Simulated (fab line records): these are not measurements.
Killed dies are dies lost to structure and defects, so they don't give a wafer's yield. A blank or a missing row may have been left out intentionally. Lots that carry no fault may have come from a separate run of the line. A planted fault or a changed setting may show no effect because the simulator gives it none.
The tool behind it: which one? || flow nand-harc || 14 lots, 42 wafers sampled, at 1 step of a route of 1159

== WHAT EACH GAUGE READ, for each wafer ==
NHARC_P_M1_CD_MEAS_16. Usual: cd-nm 130.0 nm, standard deviation 0.81.
{"lot": "L594", "measured": "day 6 09:03", "on": "cd-sem-03", "cd-nm (nm)": "130.0 128.9 129.1", "flag": ""}
{"lot": "L593", "measured": "day 6 09:42", "on": "cd-sem-03", "cd-nm (nm)": "128.8 128.7 128.3", "flag": ""}
{"lot": "L595", "measured": "day 6 17:58", "on": "cd-sem-01", "cd-nm (nm)": "130.7 129.7 130.2", "flag": ""}
{"lot": "L600", "measured": "day 7 22:27", "on": "cd-sem-03", "cd-nm (nm)": "131.5 130.8 130.5", "flag": ""}
{"lot": "L599", "measured": "day 7 23:02", "on": "cd-sem-03", "cd-nm (nm)": "129.8 130.3 130.9", "flag": ""}
{"lot": "L602", "measured": "day 8 07:13", "on": "cd-sem-03", "cd-nm (nm)": "129.4 130.0 130.8", "flag": ""}
{"lot": "L604", "measured": "day 9 04:00", "on": "cd-sem-03", "cd-nm (nm)": "130.8 130.5 130.0", "flag": ""}
{"lot": "L608", "measured": "day 9 06:14", "on": "cd-sem-01", "cd-nm (nm)": "130.0 131.5 130.5", "flag": ""}
{"lot": "L607", "measured": "day 9 14:45", "on": "cd-sem-01", "cd-nm (nm)": "130.7 129.2 130.8", "flag": ""}
{"lot": "L612", "measured": "day 10 17:29", "on": "cd-sem-01", "cd-nm (nm)": "130.5 130.7 130.5", "flag": ""}
{"lot": "L613", "measured": "day 10 19:28", "on": "cd-sem-03", "cd-nm (nm)": "131.0 130.5 130.6", "flag": ""}
{"lot": "L614", "measured": "day 11 04:28", "on": "cd-sem-01", "cd-nm (nm)": "130.8 131.1 130.2", "flag": ""}
{"lot": "L615", "measured": "day 11 10:46", "on": "cd-sem-03", "cd-nm (nm)": "128.4 130.4 128.3", "flag": ""}
{"lot": "L616", "measured": "day 11 17:50", "on": "cd-sem-01", "cd-nm (nm)": "128.8 128.2 129.1", "flag": ""}

== WHICH TOOL RAN EACH LOT (tool, then ch and the chambers of the sampled wafers, then the start) ==
The record holds no process step before these readings.

== AS READ BY THE TOOLS THEMSELVES (means over the sampled wafers that have a number; for cases with no such wafer, the mark the record gives instead) ==
The record holds no such reading with a usual standard deviation.

== THE ANSWER, worked out from the rows above alone ==
Rule: take the mean of a lot's wafers that have a number; if it is more than 3 standard deviations from the usual mean, the lot is off. A lot without any number at a reading at which 4 lots or more have one is off too. Where the step has rows for the other lots, those lots are counted as sound. Order of review: gauges by route order, followed by the tools' own readings, for which a lot's mean as printed above is used. At the first step where some lot is off, the reading lying furthest off is the one used; lots without a number count as furthest.
Across all readings shown, no lot is off: no conclusion can be drawn from this.

== WHAT WAS PUT IN BY THE SIMULATOR ==
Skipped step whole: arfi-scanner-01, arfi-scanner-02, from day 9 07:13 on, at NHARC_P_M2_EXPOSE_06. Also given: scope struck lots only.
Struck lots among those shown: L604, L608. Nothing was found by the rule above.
